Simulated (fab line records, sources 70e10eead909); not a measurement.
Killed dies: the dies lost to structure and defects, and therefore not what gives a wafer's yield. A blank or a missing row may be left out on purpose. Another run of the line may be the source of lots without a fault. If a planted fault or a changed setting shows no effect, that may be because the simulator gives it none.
Chamber matching || flow nand-harc || ald-hk-02 running NHARC_A_STAIRCASE_ALD_415: 4 sister chambers
The step deposits SiO2, target thk 30 nm, pulse time 6 s, ald cycles 300. 7 wafers are shown with their chamber, then 7 later ones without.

== WAFERS, EACH WITH ITS CHAMBER ==
{"wafer": "L079.5", "chamber": 1, "heater-power-outer-w (W)": 343, "heater-power-w (W)": 551}
{"wafer": "L080.5", "chamber": 3, "heater-power-outer-w (W)": 317, "heater-power-w (W)": 532}
{"wafer": "L082.1", "chamber": 2, "heater-power-outer-w (W)": 244, "heater-power-w (W)": 403}
{"wafer": "L082.2", "chamber": 1, "heater-power-outer-w (W)": 348, "heater-power-w (W)": 541}
{"wafer": "L082.6", "chamber": 0, "heater-power-outer-w (W)": 248, "heater-power-w (W)": 471}
{"wafer": "L085.1", "chamber": 0, "heater-power-outer-w (W)": 258, "heater-power-w (W)": 460}
{"wafer": "L085.2", "chamber": 2, "heater-power-outer-w (W)": 244, "heater-power-w (W)": 407}

== WAFERS WITHOUT THEIR CHAMBER ==
{"wafer": "L085.5", "heater-power-outer-w (W)": 238, "heater-power-w (W)": 409}
{"wafer": "L090.2", "heater-power-outer-w (W)": 243, "heater-power-w (W)": 405}
{"wafer": "L090.3", "heater-power-outer-w (W)": 300, "heater-power-w (W)": 486}
{"wafer": "L090.4", "heater-power-outer-w (W)": 350, "heater-power-w (W)": 540}
{"wafer": "L096.2", "heater-power-outer-w (W)": 340, "heater-power-w (W)": 541}
{"wafer": "L096.5", "heater-power-outer-w (W)": 335, "heater-power-w (W)": 550}
{"wafer": "L096.6", "heater-power-outer-w (W)": 263, "heater-power-w (W)": 476}

== THE CHAMBER EACH PASSED THROUGH ==
{"wafer": "L085.5", "from the rows above": 2, "in truth": 2}
{"wafer": "L090.2", "from the rows above": 2, "in truth": 2}
{"wafer": "L090.3", "from the rows above": 3, "in truth": 3}
{"wafer": "L090.4", "from the rows above": 1, "in truth": 1}
{"wafer": "L096.2", "from the rows above": 1, "in truth": 1}
{"wafer": "L096.5", "from the rows above": 1, "in truth": 1}
{"wafer": "L096.6", "from the rows above": 0, "in truth": 0}
7 of 7 placed correctly. Left unplaced by these rows: 0. Number placed wrongly: 0.
How it was worked out, from the rows above alone: a wafer's distance from a chamber is the root of the sum, over the readings, of the square of ((its reading less the chamber's mean) divided by the reading's scatter). The wafer belongs to the nearest chamber; if the next one is less than 2 further off, it can't be placed. Each chamber's mean is taken over the wafers shown for it. The scatter is the square root of a quotient: the sum, over the shown wafers, of each reading's squared deviation from its chamber's mean, divided by wafers minus chambers.
